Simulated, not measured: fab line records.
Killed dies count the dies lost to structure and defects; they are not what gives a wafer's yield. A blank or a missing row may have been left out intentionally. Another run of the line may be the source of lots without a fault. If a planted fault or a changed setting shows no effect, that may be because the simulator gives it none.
Which tool is to blame? | flow n5Finfet | 10 lots, 27 wafers sampled, at 3 steps of a route of 1938

== WHAT EACH GAUGE READ, for each wafer ==
N5_BEOL_M4_RC_MEAS_101.
lot  | measured     | on        | CJ_N
L370 | day 8 07:03  | prober-02 | 4.43 4.42
L371 | day 8 23:46  | prober-01 | 4.14 4.47 4.23
L375 | day 9 17:11  | prober-02 | 4.77 4.75 4.73
L376 | day 9 14:08  | prober-01 | 4.75 4.73 4.71
L383 | day 11 15:52 | prober-01 | 4.16 4.20 4.16
L384 | day 11 22:15 | prober-01 | 4.25 4.26 4.27
L385 | day 12 00:40 | prober-02 | 4.33 4.32
L389 | day 13 05:14 | prober-02 | 4.32 4.33
L391 | day 13 07:56 | prober-02 | 4.38 4.40 4.30
L393 | day 14 02:49 | prober-01 | 4.33 4.32 4.34

== EACH LOT AND THE TOOL THAT RAN IT (in order: tool; ch and the chambers of the sampled wafers; start) ==
lot  | N5_PMOS_HMC_CHANNEL_EPI_HM_OPEN_15 | N5_PMOS_HMC_CHANNEL_EPI_EPI_26
L370 | rieDiel-06 ch 1,2, day 1 18:41     | epiRpcvd-01 ch 0, day 1 21:30
L371 | rieDiel-02 ch 0,3, day 1 23:30     | epiRpcvd-03 ch 0, day 2 01:50
L375 | rieDiel-05 ch 0,3, day 2 23:19     | epiRpcvd-02, day 3 01:40
L376 | rieDiel-02 ch 0,3, day 3 05:17     | epiRpcvd-03, day 3 07:41
L383 | rieDiel-06 ch 0,1,3, day 4 23:29   | epiRpcvd-03 ch 0, day 5 01:46
L384 | rieDiel-02 ch 0,2, day 5 05:51     | epiRpcvd-02 ch 0, day 5 08:32
L385 | rieDiel-02 ch 1, day 5 12:05       | epiRpcvd-02 ch 0, day 5 14:31
L389 | rieDiel-06 ch 0,2, day 6 12:02     | epiRpcvd-02 ch 0, day 6 14:32
L391 | rieDiel-02 ch 1,3, day 6 23:59     | epiRpcvd-03 ch 0, day 7 02:19
L393 | rieDiel-02 ch 0,2,3, day 7 11:11   | epiRpcvd-02 ch 0, day 7 13:30
- N5_PMOS_HMC_CHANNEL_EPI_HM_OPEN_15: chemistry CHF3/O2, target SiO2, target depth 40.6 nm, time 20.3 s.
- N5_PMOS_HMC_CHANNEL_EPI_EPI_26: deposits Si from SiH4/H2, target thk 3.8 nm, time 22.7 s.

== THE ANSWER, worked out from the rows above alone ==
Rule: the usual values come from the lots themselves. The widest of any qualifying gaps counts: lots, ordered by their means at a reading, are off when they make up no more than a third of the lots, leave a main group of 4 or more, and stand apart from it by 3 or more times the standard deviation of that group's means. A main group is skipped when, at the precision printed for the reading in the tables above, its means are all equal. A lot without any number at a reading at which 4 lots or more have one is off too. Where the step has rows for the other lots, those lots are counted as sound.
Off: at N5_BEOL_M4_RC_MEAS_101 (CJ_N), L375, L376. Main group: mean 4.31, sd 0.07.
A tool fits if, at a process step before that reading, it ran every lot that is off, and no sound lot after the first of them. The gauges at N5_BEOL_M4_RC_MEAS_101 are tried like those tools. Of those tried, none fits.

== WHAT THE SIMULATOR HAD PUT IN ==
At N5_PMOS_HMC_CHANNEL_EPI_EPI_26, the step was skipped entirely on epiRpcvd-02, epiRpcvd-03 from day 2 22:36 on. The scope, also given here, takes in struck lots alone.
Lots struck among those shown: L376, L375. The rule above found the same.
